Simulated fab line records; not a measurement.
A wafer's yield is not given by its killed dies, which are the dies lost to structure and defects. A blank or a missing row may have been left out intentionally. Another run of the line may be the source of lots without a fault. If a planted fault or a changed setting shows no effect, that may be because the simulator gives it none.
Which tool was responsible? / flow n5Finfet / 72 wafers from 24 lots sampled at 4 of the route's 1938 steps

== WHAT EACH GAUGE READ, for each wafer ==
N5_BEOL_M5_OCD_MEAS_38. Usual: trenchDepthNm reads 71.9 nm (standard deviation 1.4).
lot=L075; measured=day 9 01:17; on=ocd-02; trenchDepthNm (nm)=72.4 73.2 72.2; flag=
lot=L074; measured=day 9 06:49; on=ocd-01; trenchDepthNm (nm)=73.4 72.0 73.8; flag=
lot=L076; measured=day 9 19:29; on=ocd-01; trenchDepthNm (nm)=71.1 73.7 70.6; flag=
lot=L077; measured=day 10 01:20; on=ocd-01; trenchDepthNm (nm)=73.1 74.1 71.0; flag=
lot=L078; measured=day 10 05:19; on=ocd-02; trenchDepthNm (nm)=71.1 73.2 73.2; flag=
lot=L080; measured=day 10 08:10; on=ocd-02; trenchDepthNm (nm)=71.2 71.6 73.1; flag=
lot=L079; measured=day 10 08:13; on=ocd-01; trenchDepthNm (nm)=73.0 72.5 70.8; flag=
lot=L083; measured=day 10 14:17; on=ocd-02; trenchDepthNm (nm)=73.8 71.8 69.7; flag=
lot=L081; measured=day 11 09:26; on=ocd-01; trenchDepthNm (nm)=69.3 71.3 69.9; flag=
lot=L084; measured=day 11 16:04; on=ocd-02; trenchDepthNm (nm)=73.6 70.4 72.8; flag=
lot=L082; measured=day 11 21:29; on=ocd-01; trenchDepthNm (nm)=71.1 70.6 72.8; flag=
lot=L088; measured=day 11 22:37; on=ocd-01; trenchDepthNm (nm)=69.8 73.4 71.5; flag=
lot=L085; measured=day 12 03:34; on=ocd-01; trenchDepthNm (nm)=73.0 72.5 72.0; flag=
lot=L086; measured=day 12 13:49; on=ocd-01; trenchDepthNm (nm)=72.7 72.1 71.5; flag=
lot=L087; measured=day 12 20:05; on=ocd-02; trenchDepthNm (nm)=72.0 72.7 71.5; flag=
lot=L089; measured=day 13 02:01; on=ocd-01; trenchDepthNm (nm)=71.8 72.0 71.5; flag=
lot=L090; measured=day 13 04:47; on=ocd-01; trenchDepthNm (nm)=71.6 73.8 72.7; flag=
lot=L092; measured=day 13 07:08; on=ocd-02; trenchDepthNm (nm)=74.3 72.0 71.6; flag=
lot=L091; measured=day 13 10:26; on=ocd-01; trenchDepthNm (nm)=72.6 71.7 73.1; flag=
lot=L093; measured=day 13 11:53; on=ocd-02; trenchDepthNm (nm)=71.3 69.1 72.1; flag=
lot=L094; measured=day 13 22:45; on=ocd-01; trenchDepthNm (nm)=73.0 71.7 73.0; flag=
lot=L095; measured=day 14 06:56; on=ocd-01; trenchDepthNm (nm)=68.9 69.8 72.4; flag=
lot=L096; measured=day 15 01:22; on=ocd-01; trenchDepthNm (nm)=71.5 69.7 72.2; flag=
lot=L097; measured=day 15 04:04; on=ocd-02; trenchDepthNm (nm)=70.8 70.2 71.2; flag=

== WHAT TOOL EACH LOT RAN ON (gives the tool, then ch and the chambers of the sampled wafers, and finally the start) ==
lot=L075; N5_BEOL_M5_ETCH_68=rieDiel-04 ch 0,2, day 9 00:56; N5_BEOL_M5_TRENCH_ETCH_37=rieDiel-04 ch 0,2, day 9 01:17 or earlier; N5_BEOL_M5_ETCH_41=rieDiel-04 ch 0,2, day 9 01:17 or earlier
lot=L074; N5_BEOL_M5_ETCH_68=rieDiel-02 ch 1,2,3, day 9 06:29; N5_BEOL_M5_TRENCH_ETCH_37=rieDiel-02 ch 1,2,3, day 9 06:49 or earlier; N5_BEOL_M5_ETCH_41=rieDiel-02 ch 1,2,3, day 9 06:49 or earlier
lot=L076; N5_BEOL_M5_ETCH_68=rieDiel-02 ch 0,1, day 9 19:08; N5_BEOL_M5_TRENCH_ETCH_37=rieDiel-02 ch 0,1, day 9 19:29 or earlier; N5_BEOL_M5_ETCH_41=rieDiel-02 ch 0,1, day 9 19:29 or earlier
lot=L077; N5_BEOL_M5_ETCH_68=rieDiel-02 ch 0,1,3, day 10 00:59; N5_BEOL_M5_TRENCH_ETCH_37=rieDiel-02 ch 0,1,3, day 10 01:20 or earlier; N5_BEOL_M5_ETCH_41=rieDiel-02 ch 0,1,3, day 10 01:20 or earlier
lot=L078; N5_BEOL_M5_ETCH_68=rieDiel-02 ch 0,3, day 10 04:59; N5_BEOL_M5_TRENCH_ETCH_37=rieDiel-02 ch 0,3, day 10 05:19 or earlier; N5_BEOL_M5_ETCH_41=rieDiel-02 ch 0,3, day 10 05:19 or earlier
lot=L080; N5_BEOL_M5_ETCH_68=rieDiel-02 ch 2,3, day 10 07:50; N5_BEOL_M5_TRENCH_ETCH_37=rieDiel-02 ch 2,3, day 10 08:10 or earlier; N5_BEOL_M5_ETCH_41=rieDiel-02 ch 2,3, day 10 08:10 or earlier
lot=L079; N5_BEOL_M5_ETCH_68=rieDiel-04 ch 0,1,3, day 10 07:52; N5_BEOL_M5_TRENCH_ETCH_37=rieDiel-04 ch 0,1,3, day 10 08:13 or earlier; N5_BEOL_M5_ETCH_41=rieDiel-04 ch 0,1,3, day 10 08:13 or earlier
lot=L083; N5_BEOL_M5_ETCH_68=rieDiel-05 ch 0,1,3, day 10 13:56; N5_BEOL_M5_TRENCH_ETCH_37=rieDiel-05 ch 0,1,3, day 10 14:17 or earlier; N5_BEOL_M5_ETCH_41=rieDiel-05 ch 0,1,3, day 10 14:17 or earlier
lot=L081; N5_BEOL_M5_ETCH_68=rieDiel-04 ch 1,3, day 11 09:06; N5_BEOL_M5_TRENCH_ETCH_37=rieDiel-04 ch 1,3, day 11 09:26 or earlier; N5_BEOL_M5_ETCH_41=rieDiel-04 ch 1,3, day 11 09:26 or earlier
lot=L084; N5_BEOL_M5_ETCH_68=rieDiel-02 ch 0,1, day 11 15:43; N5_BEOL_M5_TRENCH_ETCH_37=rieDiel-02 ch 0,1, day 11 16:04 or earlier; N5_BEOL_M5_ETCH_41=rieDiel-02 ch 0,1, day 11 16:04 or earlier
lot=L082; N5_BEOL_M5_ETCH_68=rieDiel-04 ch 0,1,3, day 11 21:09; N5_BEOL_M5_TRENCH_ETCH_37=rieDiel-04 ch 0,1,3, day 11 21:29 or earlier; N5_BEOL_M5_ETCH_41=rieDiel-04 ch 0,1,3, day 11 21:29 or earlier
lot=L088; N5_BEOL_M5_ETCH_68=rieDiel-04 ch 0,1,3, day 11 22:16; N5_BEOL_M5_TRENCH_ETCH_37=rieDiel-04 ch 0,1,3, day 11 22:37 or earlier; N5_BEOL_M5_ETCH_41=rieDiel-04 ch 0,1,3, day 11 22:37 or earlier
lot=L085; N5_BEOL_M5_ETCH_68=rieDiel-05 ch 0,2,3, day 12 03:13; N5_BEOL_M5_TRENCH_ETCH_37=rieDiel-05 ch 0,2,3, day 12 03:34 or earlier; N5_BEOL_M5_ETCH_41=rieDiel-05 ch 0,2,3, day 12 03:34 or earlier
lot=L086; N5_BEOL_M5_ETCH_68=rieDiel-04 ch 2,3, day 12 13:28; N5_BEOL_M5_TRENCH_ETCH_37=rieDiel-04 ch 2,3, day 12 13:49 or earlier; N5_BEOL_M5_ETCH_41=rieDiel-04 ch 2,3, day 12 13:49 or earlier
lot=L087; N5_BEOL_M5_ETCH_68=rieDiel-05 ch 2,3, day 12 19:44; N5_BEOL_M5_TRENCH_ETCH_37=rieDiel-05 ch 2,3, day 12 20:05 or earlier; N5_BEOL_M5_ETCH_41=rieDiel-05 ch 2,3, day 12 20:05 or earlier
lot=L089; N5_BEOL_M5_ETCH_68=rieDiel-05 ch 2,3, day 13 01:40; N5_BEOL_M5_TRENCH_ETCH_37=rieDiel-05 ch 2,3, day 13 02:01 or earlier; N5_BEOL_M5_ETCH_41=rieDiel-05 ch 2,3, day 13 02:01 or earlier
lot=L090; N5_BEOL_M5_ETCH_68=rieDiel-02 ch 0,2,3, day 13 04:26; N5_BEOL_M5_TRENCH_ETCH_37=rieDiel-02 ch 0,2,3, day 13 04:47 or earlier; N5_BEOL_M5_ETCH_41=rieDiel-02 ch 0,2,3, day 13 04:47 or earlier
lot=L092; N5_BEOL_M5_ETCH_68=rieDiel-02 ch 0,1,2, day 13 06:47; N5_BEOL_M5_TRENCH_ETCH_37=rieDiel-02 ch 0,1,2, day 13 07:08 or earlier; N5_BEOL_M5_ETCH_41=rieDiel-02 ch 0,1,2, day 13 07:08 or earlier
lot=L091; N5_BEOL_M5_ETCH_68=rieDiel-04 ch 0,1,3, day 13 10:06; N5_BEOL_M5_TRENCH_ETCH_37=rieDiel-04 ch 0,1,3, day 13 10:26 or earlier; N5_BEOL_M5_ETCH_41=rieDiel-04 ch 0,1,3, day 13 10:26 or earlier
lot=L093; N5_BEOL_M5_ETCH_68=rieDiel-05 ch 0,1,2, day 13 11:32; N5_BEOL_M5_TRENCH_ETCH_37=rieDiel-05 ch 0,1,2, day 13 11:53 or earlier; N5_BEOL_M5_ETCH_41=rieDiel-05 ch 0,1,2, day 13 11:53 or earlier
lot=L094; N5_BEOL_M5_ETCH_68=rieDiel-04 ch 0,1,2, day 13 22:25; N5_BEOL_M5_TRENCH_ETCH_37=rieDiel-04 ch 0,1,2, day 13 22:45 or earlier; N5_BEOL_M5_ETCH_41=rieDiel-04 ch 0,1,2, day 13 22:45 or earlier
lot=L095; N5_BEOL_M5_ETCH_68=rieDiel-05 ch 1,2, day 14 06:35; N5_BEOL_M5_TRENCH_ETCH_37=rieDiel-05 ch 1,2, day 14 06:56 or earlier; N5_BEOL_M5_ETCH_41=rieDiel-05 ch 1,2, day 14 06:56 or earlier
lot=L096; N5_BEOL_M5_ETCH_68=rieDiel-05 ch 0,1,2, day 15 01:02; N5_BEOL_M5_TRENCH_ETCH_37=rieDiel-05 ch 0,1,2, day 15 01:22 or earlier; N5_BEOL_M5_ETCH_41=rieDiel-05 ch 0,1,2, day 15 01:22 or earlier
lot=L097; N5_BEOL_M5_ETCH_68=rieDiel-04 ch 1,2,3, day 15 03:44; N5_BEOL_M5_TRENCH_ETCH_37=rieDiel-04 ch 1,2,3, day 15 04:04 or earlier; N5_BEOL_M5_ETCH_41=rieDiel-04 ch 1,2,3, day 15 04:04 or earlier
- N5_BEOL_M5_ETCH_68: etches SOC in N2/H2, target depth 80 nm, overetch 16 nm, time 120 s.
- N5_BEOL_M5_TRENCH_ETCH_37: etches SiCOH lowk in C4F6/O2, target depth 71.652 nm, time 24.7 s.
- N5_BEOL_M5_ETCH_41: etches SiCN in CH3F/O2, target depth 31.5 nm, time 56.7 s.

== WHAT THE TOOLS THEMSELVES READ (means of the sampled wafers that have a number; where no wafer has one, the mark that the record gives instead) ==
N5_BEOL_M5_ETCH_68. Usual: drypumpMotorCurrentA 5.7 A, standard deviation 0.47; oesProductAu 0.62 a.u., standard deviation 0.063; rfVppV 524.4 V, standard deviation 3; showerheadPlenumPTorr 2.57 Torr, standard deviation 0.1; throttleValvePct 17.96 %, standard deviation 0.22.
lot=L075; tool=rieDiel-04; drypumpMotorCurrentA (A)=5.2; oesProductAu (a.u.)=0.68; rfVppV (V)=528.2; showerheadPlenumPTorr (Torr)=2.71; throttleValvePct (%)=17.74; flag=
lot=L074; tool=rieDiel-02; drypumpMotorCurrentA (A)=5.5; oesProductAu (a.u.)=0.69; rfVppV (V)=523.8; showerheadPlenumPTorr (Torr)=2.57; throttleValvePct (%)=17.88; flag=
lot=L076; tool=rieDiel-02; drypumpMotorCurrentA (A)=5.5; oesProductAu (a.u.)=0.60; rfVppV (V)=523.0; showerheadPlenumPTorr (Torr)=2.52; throttleValvePct (%)=18.01; flag=
lot=L077; tool=rieDiel-02; drypumpMotorCurrentA (A)=5.5; oesProductAu (a.u.)=0.64; rfVppV (V)=523.0; showerheadPlenumPTorr (Torr)=2.51; throttleValvePct (%)=17.99; flag=
lot=L078; tool=rieDiel-02; drypumpMotorCurrentA (A)=5.7; oesProductAu (a.u.)=0.64; rfVppV (V)=523.4; showerheadPlenumPTorr (Torr)=2.51; throttleValvePct (%)=18.03; flag=
lot=L080; tool=rieDiel-02; drypumpMotorCurrentA (A)=5.8; oesProductAu (a.u.)=0.67; rfVppV (V)=526.5; showerheadPlenumPTorr (Torr)=2.63; throttleValvePct (%)=17.89; flag=
lot=L079; tool=rieDiel-04; drypumpMotorCurrentA (A)=5.4; oesProductAu (a.u.)=0.60; rfVppV (V)=523.7; showerheadPlenumPTorr (Torr)=2.56; throttleValvePct (%)=17.91; flag=
lot=L083; tool=rieDiel-05; drypumpMotorCurrentA (A)=5.9; oesProductAu (a.u.)=0.57; rfVppV (V)=524.1; showerheadPlenumPTorr (Torr)=2.55; throttleValvePct (%)=18.05; flag=
lot=L081; tool=rieDiel-04; drypumpMotorCurrentA (A)=5.5; oesProductAu (a.u.)=0.55; rfVppV (V)=521.9; showerheadPlenumPTorr (Torr)=2.49; throttleValvePct (%)=18.01; flag=
lot=L084; tool=rieDiel-02; drypumpMotorCurrentA (A)=5.3; oesProductAu (a.u.)=0.63; rfVppV (V)=522.2; showerheadPlenumPTorr (Torr)=2.49; throttleValvePct (%)=17.96; flag=
lot=L082; tool=rieDiel-04; drypumpMotorCurrentA (A)=5.4; oesProductAu (a.u.)=0.59; rfVppV (V)=523.9; showerheadPlenumPTorr (Torr)=2.55; throttleValvePct (%)=17.94; flag=
lot=L088; tool=rieDiel-04; drypumpMotorCurrentA (A)=5.4; oesProductAu (a.u.)=0.59; rfVppV (V)=524.3; showerheadPlenumPTorr (Torr)=2.55; throttleValvePct (%)=17.93; flag=
lot=L085; tool=rieDiel-05; drypumpMotorCurrentA (A)=5.6; oesProductAu (a.u.)=0.58; rfVppV (V)=523.4; showerheadPlenumPTorr (Torr)=2.52; throttleValvePct (%)=17.93; flag=
lot=L086; tool=rieDiel-04; drypumpMotorCurrentA (A)=6.2; oesProductAu (a.u.)=0.61; rfVppV (V)=525.5; showerheadPlenumPTorr (Torr)=2.61; throttleValvePct (%)=18.14; flag=
lot=L087; tool=rieDiel-05; drypumpMotorCurrentA (A)=5.7; oesProductAu (a.u.)=0.61; rfVppV (V)=523.4; showerheadPlenumPTorr (Torr)=2.53; throttleValvePct (%)=17.85; flag=
lot=L089; tool=rieDiel-05; drypumpMotorCurrentA (A)=5.8; oesProductAu (a.u.)=0.61; rfVppV (V)=525.1; showerheadPlenumPTorr (Torr)=2.61; throttleValvePct (%)=17.80; flag=
lot=L090; tool=rieDiel-02; drypumpMotorCurrentA (A)=5.8; oesProductAu (a.u.)=0.61; rfVppV (V)=524.6; showerheadPlenumPTorr (Torr)=2.57; throttleValvePct (%)=18.00; flag=
lot=L092; tool=rieDiel-02; drypumpMotorCurrentA (A)=5.6; oesProductAu (a.u.)=0.61; rfVppV (V)=524.4; showerheadPlenumPTorr (Torr)=2.56; throttleValvePct (%)=17.97; flag=
lot=L091; tool=rieDiel-04; drypumpMotorCurrentA (A)=5.4; oesProductAu (a.u.)=0.65; rfVppV (V)=523.5; showerheadPlenumPTorr (Torr)=2.55; throttleValvePct (%)=17.83; flag=
lot=L093; tool=rieDiel-05; drypumpMotorCurrentA (A)=5.7; oesProductAu (a.u.)=0.62; rfVppV (V)=524.3; showerheadPlenumPTorr (Torr)=2.57; throttleValvePct (%)=18.04; flag=
lot=L094; tool=rieDiel-04; drypumpMotorCurrentA (A)=5.4; oesProductAu (a.u.)=0.66; rfVppV (V)=526.1; showerheadPlenumPTorr (Torr)=2.62; throttleValvePct (%)=17.75; flag=
lot=L095; tool=rieDiel-05; drypumpMotorCurrentA (A)=6.0; oesProductAu (a.u.)=0.54; rfVppV (V)=522.9; showerheadPlenumPTorr (Torr)=2.50; throttleValvePct (%)=18.19; flag=
lot=L096; tool=rieDiel-05; drypumpMotorCurrentA (A)=5.8; oesProductAu (a.u.)=0.60; rfVppV (V)=523.9; showerheadPlenumPTorr (Torr)=2.57; throttleValvePct (%)=18.05; flag=
lot=L097; tool=rieDiel-04; drypumpMotorCurrentA (A)=5.9; oesProductAu (a.u.)=0.63; rfVppV (V)=523.9; showerheadPlenumPTorr (Torr)=2.54; throttleValvePct (%)=17.99; flag=

N5_BEOL_M5_TRENCH_ETCH_37. Usual: drypumpMotorCurrentA 5.7 A, standard deviation 0.47; oesProductAu 0.81 a.u., standard deviation 0.089; rfVppV 671 V, standard deviation 10; showerheadPlenumPTorr 2.87 Torr, standard deviation 0.11; throttleValvePct 21.02 %, standard deviation 0.2.
lot=L075; tool=rieDiel-04; drypumpMotorCurrentA (A)=5.3; oesProductAu (a.u.)=0.91; rfVppV (V)=677; showerheadPlenumPTorr (Torr)=3.02; throttleValvePct (%)=20.88; flag=
lot=L074; tool=rieDiel-02; drypumpMotorCurrentA (A)=5.5; oesProductAu (a.u.)=0.92; rfVppV (V)=674; showerheadPlenumPTorr (Torr)=2.86; throttleValvePct (%)=20.91; flag=
lot=L076; tool=rieDiel-02; drypumpMotorCurrentA (A)=5.5; oesProductAu (a.u.)=0.78; rfVppV (V)=674; showerheadPlenumPTorr (Torr)=2.82; throttleValvePct (%)=21.15; flag=
lot=L077; tool=rieDiel-02; drypumpMotorCurrentA (A)=5.5; oesProductAu (a.u.)=0.84; rfVppV (V)=672; showerheadPlenumPTorr (Torr)=2.81; throttleValvePct (%)=21.08; flag=
lot=L078; tool=rieDiel-02; drypumpMotorCurrentA (A)=5.7; oesProductAu (a.u.)=0.84; rfVppV (V)=670; showerheadPlenumPTorr (Torr)=2.80; throttleValvePct (%)=21.02; flag=
lot=L080; tool=rieDiel-02; drypumpMotorCurrentA (A)=5.8; oesProductAu (a.u.)=0.87; rfVppV (V)=675; showerheadPlenumPTorr (Torr)=2.91; throttleValvePct (%)=20.78; flag=
lot=L079; tool=rieDiel-04; drypumpMotorCurrentA (A)=5.4; oesProductAu (a.u.)=0.79; rfVppV (V)=664; showerheadPlenumPTorr (Torr)=2.86; throttleValvePct (%)=21.04; flag=
lot=L083; tool=rieDiel-05; drypumpMotorCurrentA (A)=5.9; oesProductAu (a.u.)=0.75; rfVppV (V)=674; showerheadPlenumPTorr (Torr)=2.83; throttleValvePct (%)=20.94; flag=
lot=L081; tool=rieDiel-04; drypumpMotorCurrentA (A)=5.5; oesProductAu (a.u.)=0.71; rfVppV (V)=660; showerheadPlenumPTorr (Torr)=2.79; throttleValvePct (%)=21.15; flag=
lot=L084; tool=rieDiel-02; drypumpMotorCurrentA (A)=5.3; oesProductAu (a.u.)=0.83; rfVppV (V)=674; showerheadPlenumPTorr (Torr)=2.81; throttleValvePct (%)=21.15; flag=
lot=L082; tool=rieDiel-04; drypumpMotorCurrentA (A)=5.4; oesProductAu (a.u.)=0.78; rfVppV (V)=662; showerheadPlenumPTorr (Torr)=2.86; throttleValvePct (%)=21.05; flag=
lot=L088; tool=rieDiel-04; drypumpMotorCurrentA (A)=5.4; oesProductAu (a.u.)=0.77; rfVppV (V)=663; showerheadPlenumPTorr (Torr)=2.86; throttleValvePct (%)=21.06; flag=
lot=L085; tool=rieDiel-05; drypumpMotorCurrentA (A)=5.6; oesProductAu (a.u.)=0.77; rfVppV (V)=669; showerheadPlenumPTorr (Torr)=2.81; throttleValvePct (%)=20.93; flag=
lot=L086; tool=rieDiel-04; drypumpMotorCurrentA (A)=6.2; oesProductAu (a.u.)=0.80; rfVppV (V)=677; showerheadPlenumPTorr (Torr)=2.92; throttleValvePct (%)=21.25; flag=
lot=L087; tool=rieDiel-05; drypumpMotorCurrentA (A)=5.6; oesProductAu (a.u.)=0.79; rfVppV (V)=660; showerheadPlenumPTorr (Torr)=2.83; throttleValvePct (%)=20.96; flag=
lot=L089; tool=rieDiel-05; drypumpMotorCurrentA (A)=5.8; oesProductAu (a.u.)=0.80; rfVppV (V)=664; showerheadPlenumPTorr (Torr)=2.91; throttleValvePct (%)=20.88; flag=
lot=L090; tool=rieDiel-02; drypumpMotorCurrentA (A)=5.8; oesProductAu (a.u.)=0.80; rfVppV (V)=673; showerheadPlenumPTorr (Torr)=2.86; throttleValvePct (%)=20.98; flag=
lot=L092; tool=rieDiel-02; drypumpMotorCurrentA (A)=5.6; oesProductAu (a.u.)=0.81; rfVppV (V)=675; showerheadPlenumPTorr (Torr)=2.86; throttleValvePct (%)=21.03; flag=
lot=L091; tool=rieDiel-04; drypumpMotorCurrentA (A)=5.4; oesProductAu (a.u.)=0.87; rfVppV (V)=663; showerheadPlenumPTorr (Torr)=2.86; throttleValvePct (%)=20.96; flag=
lot=L093; tool=rieDiel-05; drypumpMotorCurrentA (A)=5.7; oesProductAu (a.u.)=0.80; rfVppV (V)=673; showerheadPlenumPTorr (Torr)=2.85; throttleValvePct (%)=20.96; flag=
lot=L094; tool=rieDiel-04; drypumpMotorCurrentA (A)=5.4; oesProductAu (a.u.)=0.87; rfVppV (V)=672; showerheadPlenumPTorr (Torr)=2.93; throttleValvePct (%)=20.94; flag=
lot=L095; tool=rieDiel-05; drypumpMotorCurrentA (A)=6.0; oesProductAu (a.u.)=0.70; rfVppV (V)=663; showerheadPlenumPTorr (Torr)=2.78; throttleValvePct (%)=21.14; flag=
lot=L096; tool=rieDiel-05; drypumpMotorCurrentA (A)=5.7; oesProductAu (a.u.)=0.79; rfVppV (V)=673; showerheadPlenumPTorr (Torr)=2.85; throttleValvePct (%)=20.98; flag=
lot=L097; tool=rieDiel-04; drypumpMotorCurrentA (A)=5.8; oesProductAu (a.u.)=0.82; rfVppV (V)=668; showerheadPlenumPTorr (Torr)=2.84; throttleValvePct (%)=21.14; flag=

N5_BEOL_M5_ETCH_41. Usual: drypumpMotorCurrentA 5.7 A, standard deviation 0.47; oesProductAu 0.81 a.u., standard deviation 0.089; rfVppV 297.6 V, standard deviation 1.8; showerheadPlenumPTorr 2.01 Torr, standard deviation 0.078; throttleValvePct 16.40 %, standard deviation 0.2.
lot=L075; tool=rieDiel-04; drypumpMotorCurrentA (A)=5.2; oesProductAu (a.u.)=0.91; rfVppV (V)=299.4; showerheadPlenumPTorr (Torr)=2.13; throttleValvePct (%)=16.23; flag=
lot=L074; tool=rieDiel-02; drypumpMotorCurrentA (A)=5.6; oesProductAu (a.u.)=0.92; rfVppV (V)=297.8; showerheadPlenumPTorr (Torr)=2.01; throttleValvePct (%)=16.25; flag=
lot=L076; tool=rieDiel-02; drypumpMotorCurrentA (A)=5.5; oesProductAu (a.u.)=0.79; rfVppV (V)=296.4; showerheadPlenumPTorr (Torr)=1.98; throttleValvePct (%)=16.53; flag=
lot=L077; tool=rieDiel-02; drypumpMotorCurrentA (A)=5.5; oesProductAu (a.u.)=0.85; rfVppV (V)=297.3; showerheadPlenumPTorr (Torr)=1.97; throttleValvePct (%)=16.42; flag=
lot=L078; tool=rieDiel-02; drypumpMotorCurrentA (A)=5.7; oesProductAu (a.u.)=0.84; rfVppV (V)=296.2; showerheadPlenumPTorr (Torr)=1.97; throttleValvePct (%)=16.40; flag=
lot=L080; tool=rieDiel-02; drypumpMotorCurrentA (A)=5.8; oesProductAu (a.u.)=0.88; rfVppV (V)=299.1; showerheadPlenumPTorr (Torr)=2.05; throttleValvePct (%)=16.18; flag=
lot=L079; tool=rieDiel-04; drypumpMotorCurrentA (A)=5.4; oesProductAu (a.u.)=0.78; rfVppV (V)=297.6; showerheadPlenumPTorr (Torr)=2.01; throttleValvePct (%)=16.44; flag=
lot=L083; tool=rieDiel-05; drypumpMotorCurrentA (A)=5.9; oesProductAu (a.u.)=0.75; rfVppV (V)=296.9; showerheadPlenumPTorr (Torr)=1.99; throttleValvePct (%)=16.37; flag=
lot=L081; tool=rieDiel-04; drypumpMotorCurrentA (A)=5.5; oesProductAu (a.u.)=0.71; rfVppV (V)=296.4; showerheadPlenumPTorr (Torr)=1.96; throttleValvePct (%)=16.59; flag=
lot=L084; tool=rieDiel-02; drypumpMotorCurrentA (A)=5.3; oesProductAu (a.u.)=0.83; rfVppV (V)=296.0; showerheadPlenumPTorr (Torr)=1.97; throttleValvePct (%)=16.48; flag=
lot=L082; tool=rieDiel-04; drypumpMotorCurrentA (A)=5.4; oesProductAu (a.u.)=0.77; rfVppV (V)=297.1; showerheadPlenumPTorr (Torr)=2.01; throttleValvePct (%)=16.47; flag=
lot=L088; tool=rieDiel-04; drypumpMotorCurrentA (A)=5.4; oesProductAu (a.u.)=0.77; rfVppV (V)=297.0; showerheadPlenumPTorr (Torr)=2.01; throttleValvePct (%)=16.47; flag=
lot=L085; tool=rieDiel-05; drypumpMotorCurrentA (A)=5.6; oesProductAu (a.u.)=0.76; rfVppV (V)=297.0; showerheadPlenumPTorr (Torr)=1.97; throttleValvePct (%)=16.34; flag=
lot=L086; tool=rieDiel-04; drypumpMotorCurrentA (A)=6.2; oesProductAu (a.u.)=0.81; rfVppV (V)=297.9; showerheadPlenumPTorr (Torr)=2.05; throttleValvePct (%)=16.59; flag=
lot=L087; tool=rieDiel-05; drypumpMotorCurrentA (A)=5.6; oesProductAu (a.u.)=0.79; rfVppV (V)=297.1; showerheadPlenumPTorr (Torr)=1.99; throttleValvePct (%)=16.34; flag=
lot=L089; tool=rieDiel-05; drypumpMotorCurrentA (A)=5.8; oesProductAu (a.u.)=0.81; rfVppV (V)=298.5; showerheadPlenumPTorr (Torr)=2.05; throttleValvePct (%)=16.26; flag=
lot=L090; tool=rieDiel-02; drypumpMotorCurrentA (A)=5.8; oesProductAu (a.u.)=0.80; rfVppV (V)=297.6; showerheadPlenumPTorr (Torr)=2.01; throttleValvePct (%)=16.39; flag=
lot=L092; tool=rieDiel-02; drypumpMotorCurrentA (A)=5.5; oesProductAu (a.u.)=0.80; rfVppV (V)=298.1; showerheadPlenumPTorr (Torr)=2.01; throttleValvePct (%)=16.43; flag=
lot=L091; tool=rieDiel-04; drypumpMotorCurrentA (A)=5.4; oesProductAu (a.u.)=0.86; rfVppV (V)=298.0; showerheadPlenumPTorr (Torr)=2.01; throttleValvePct (%)=16.34; flag=
lot=L093; tool=rieDiel-05; drypumpMotorCurrentA (A)=5.7; oesProductAu (a.u.)=0.80; rfVppV (V)=298.2; showerheadPlenumPTorr (Torr)=2.01; throttleValvePct (%)=16.37; flag=
lot=L094; tool=rieDiel-04; drypumpMotorCurrentA (A)=5.4; oesProductAu (a.u.)=0.87; rfVppV (V)=298.7; showerheadPlenumPTorr (Torr)=2.06; throttleValvePct (%)=16.30; flag=
lot=L095; tool=rieDiel-05; drypumpMotorCurrentA (A)=6.0; oesProductAu (a.u.)=0.70; rfVppV (V)=296.4; showerheadPlenumPTorr (Torr)=1.96; throttleValvePct (%)=16.56; flag=
lot=L096; tool=rieDiel-05; drypumpMotorCurrentA (A)=5.7; oesProductAu (a.u.)=0.79; rfVppV (V)=296.8; showerheadPlenumPTorr (Torr)=2.00; throttleValvePct (%)=16.38; flag=
lot=L097; tool=rieDiel-04; drypumpMotorCurrentA (A)=5.8; oesProductAu (a.u.)=0.83; rfVppV (V)=297.3; showerheadPlenumPTorr (Torr)=2.00; throttleValvePct (%)=16.47; flag=

== THE ANSWER, worked out from the rows above alone ==
Rule: a lot is off if the mean of its wafers that have a number lies more than 3 standard deviations from the usual mean. A lot without any number at a reading at which 4 lots or more have one is off too. The other lots that the step has rows for count as sound. After the gauges, taken in route order, come the tools' own readings; for these a lot's mean is taken, as printed above. The first step at which some lot is off is used, and at that step the reading that is off furthest; a lot without a number counts as furthest.
Across all readings shown, no lot is off: no conclusion can be drawn from this.

== WHAT HAD BEEN PUT IN BY THE SIMULATOR ==
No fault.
